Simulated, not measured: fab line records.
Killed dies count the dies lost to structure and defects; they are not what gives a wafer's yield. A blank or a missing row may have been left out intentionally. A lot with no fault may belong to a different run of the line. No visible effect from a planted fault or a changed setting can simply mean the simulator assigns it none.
Which tool is to blame?    flow n5_finfet    36 wafers from 12 lots sampled at 5 of the route's 1938 steps

## WHAT THE GAUGES READ, wafer by wafer
N5_BEOL_M0_SAQP_INSPECT_42: inspects for defects (brightfield).
lot   measured      on                 raw_defect_count
L074  day 6 06:20   defect_inspect-02  329 432 325
L077  day 6 16:44   defect_inspect-02  337 321 226
L079  day 7 02:11   defect_inspect-01  169 216 152
L081  day 7 13:48   defect_inspect-02  413 489 379
L083  day 8 04:24   defect_inspect-02  310 221 359
L087  day 9 06:14   defect_inspect-02  193 257 224
L086  day 9 15:29   defect_inspect-02  235 294 336
L089  day 10 04:29  defect_inspect-02  410 344 425
L090  day 10 08:10  defect_inspect-02  297 200 264
L093  day 10 14:37  defect_inspect-01  305 159 158
L095  day 10 21:21  defect_inspect-01  457 576 275
L097  day 11 15:55  defect_inspect-01  383 336 291

## TOOL THAT RAN EACH LOT (tool first, then ch and the chambers of the sampled wafers, then the start)
lot   N5_MOL_CONTACT_COAG_DESCUM_45       N5_MOL_CONTACT_COAG_STRIP_49          N5_BEOL_M0_SAQP_PECVD_00         N5_BEOL_M0_SAQP_RECESS_104
L074  rie_diel-05 ch 2,3, day 5 19:53     plasma_asher-01 ch 0,1, day 5 20:38   pecvd-01 ch 1,2, day 6 00:54     vapor_etch-02 ch 0,1, day 6 04:18
L077  rie_diel-05 ch 0,2,3, day 6 05:11   plasma_asher-01 ch 0,1, day 6 05:52   pecvd-02 ch 0,1,2, day 6 10:08   vapor_etch-02 ch 0,1, day 6 14:00
L079  rie_diel-05 ch 0,1,3, day 6 15:00   plasma_asher-02 ch 0,1, day 6 15:41   pecvd-01 ch 0,2, day 6 20:36     vapor_etch-01 ch 0,1, day 7 00:16
L081  rie_diel-05 ch 0,2,3, day 7 03:19   plasma_asher-01 ch 0,1, day 7 04:46   pecvd-01 ch 0,1, day 7 09:02     vapor_etch-02 ch 0,1, day 7 11:54
L083  rie_diel-05 ch 1,2,3, day 7 17:37   plasma_asher-01 ch 0,1, day 7 18:39   pecvd-02 ch 0,1, day 7 22:56     vapor_etch-02 ch 0,1, day 8 02:14
L087  rie_diel-03 ch 1,2, day 8 16:46     plasma_asher-01 ch 0,1, day 8 17:46   pecvd-01 ch 0,1, day 8 22:04     vapor_etch-01 ch 0,1, day 9 04:25
L086  rie_diel-05 ch 2,3, day 8 21:45     plasma_asher-01 ch 0,1, day 8 22:38   pecvd-03 ch 1,2, day 9 05:15     vapor_etch-02 ch 0,1, day 9 11:53
L089  rie_diel-04 ch 1,3, day 9 14:16     plasma_asher-01 ch 0,1, day 9 15:26   pecvd-01 ch 0,2, day 9 21:20     vapor_etch-01 ch 0,1, day 10 02:43
L090  rie_diel-03 ch 1,2,3, day 9 19:04   plasma_asher-02 ch 0, day 9 19:45     pecvd-01 ch 1,2, day 10 03:18    vapor_etch-01 ch 0,1, day 10 06:11
L093  rie_diel-05 ch 0,1,2, day 10 02:26  plasma_asher-02 ch 0,1, day 10 03:08  pecvd-03 ch 0,1,2, day 10 09:18  vapor_etch-02 ch 0,1, day 10 12:34
L095  rie_diel-05 ch 0,1,2, day 10 07:49  plasma_asher-01 ch 0,1, day 10 08:31  pecvd-01 ch 0,1,2, day 10 15:33  vapor_etch-01 ch 0,1, day 10 19:01
L097  rie_diel-05 ch 0,2, day 11 01:20    plasma_asher-01 ch 0,1, day 11 02:19  pecvd-02 ch 0,1,2, day 11 06:38  vapor_etch-02 ch 0,1, day 11 12:02
- N5_MOL_CONTACT_COAG_DESCUM_45: chemistry O2, time 7 s.
- N5_MOL_CONTACT_COAG_STRIP_49: strips in N2/H2, time 30 s.
- N5_BEOL_M0_SAQP_PECVD_00: deposits SiCN from 3MS/NH3, target thk 8 nm, time 14 s.
- N5_BEOL_M0_SAQP_RECESS_104: chemistry HF/NH3, target SiO2, target depth 18 nm, afs cycles 3, sublimation time 60 s.

## THE ANSWER, worked out from the rows above alone
Rule: what is usual is taken from the lots themselves. The widest of any qualifying gaps counts: lots, ordered by their means at a reading, are off when they make up no more than a third of the lots, leave a main group of 4 or more, and stand apart from it by 3 or more times the standard deviation of that group's means. The tables above print the reading to a certain number of digits; a main group whose means all agree to those digits is not used. Also off: a lot with no number at a reading for which 4 or more lots have one. The other lots that the step has rows for count as sound.
None of the lots is off at any reading shown; this tells nothing.

## WHAT THE SIMULATOR HAD INSERTED
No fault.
